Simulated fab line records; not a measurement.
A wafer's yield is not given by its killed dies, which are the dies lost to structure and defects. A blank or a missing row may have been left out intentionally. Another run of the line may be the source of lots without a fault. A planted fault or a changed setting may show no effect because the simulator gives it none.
Chamber matching -- flow n5_finfet -- 4 sister chambers for N5_BEOL_M15_ETCH_57 on rie_diel-03
The step etches SOC in N2/H2, time 750 s. 16 wafers are shown with their chamber, then 8 later ones without.

## EACH WAFER AND ITS CHAMBER
wafer,chamber,drypump_motor_current_A (A),showerhead_plenum_p_Torr (Torr),throttle_valve_pct (%)
L077.1,3,5.22,2.52,18.00
L077.2,1,6.27,2.41,18.04
L077.5,2,5.54,2.71,17.59
L080.2,2,5.56,2.71,17.59
L080.3,3,5.26,2.52,18.01
L080.6,0,5.39,2.51,18.10
L082.2,2,5.51,2.71,17.61
L082.3,3,5.25,2.52,18.02
L082.6,3,5.25,2.52,18.02
L085.1,3,5.24,2.51,18.03
L085.4,2,5.53,2.70,17.62
L085.5,2,5.55,2.70,17.61
L087.4,3,5.25,2.51,18.03
L087.5,1,6.26,2.41,18.07
L087.6,2,5.52,2.70,17.62
L094.1,3,5.23,2.51,18.06

SIGNATURES (averages over the wafers above)
reading,chamber 0,chamber 1,chamber 2,chamber 3,scatter within a chamber
drypump_motor_current_A,5.3900,6.2650,5.5350,5.2429,0.0157
showerhead_plenum_p_Torr,2.5100,2.4100,2.7050,2.5157,0.00518
throttle_valve_pct,18.1000,18.0550,17.6067,18.0243,0.0172
Rule: for each reading, subtract the chamber's mean from the wafer's reading, divide by that reading's scatter and square the result; add these up over the readings and take the root, which gives the wafer's distance from the chamber. If the next closest chamber is less than 2 further off than the closest, the wafer can't be placed; otherwise it belongs to the closest. The scatter: take each reading less its chamber's mean, square it, sum over the shown wafers, divide by the number of wafers less the number of chambers, and take the root.

## WAFERS MISSING THEIR CHAMBER
wafer,drypump_motor_current_A (A),showerhead_plenum_p_Torr (Torr),throttle_valve_pct (%)
L094.2,5.41,2.50,17.62
L094.3,5.53,2.70,17.64
L094.4,5.40,2.51,17.63
L094.5,5.54,2.70,17.64
L094.6,5.23,2.51,18.07
L097.3,5.25,2.50,18.08
L097.4,6.22,2.72,17.71
L097.6,6.24,2.72,17.70

## THE CHAMBER EACH PASSED THROUGH
wafer,from the rows above,in truth
L094.2,3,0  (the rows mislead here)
L094.3,2,2
L094.4,3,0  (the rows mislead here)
L094.5,2,2
L094.6,3,3
L097.3,3,3
L097.4,2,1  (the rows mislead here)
L097.6,2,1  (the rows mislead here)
Correctly placed: 4 of 8. From these rows, 0 cannot be placed. Number placed wrongly: 4.
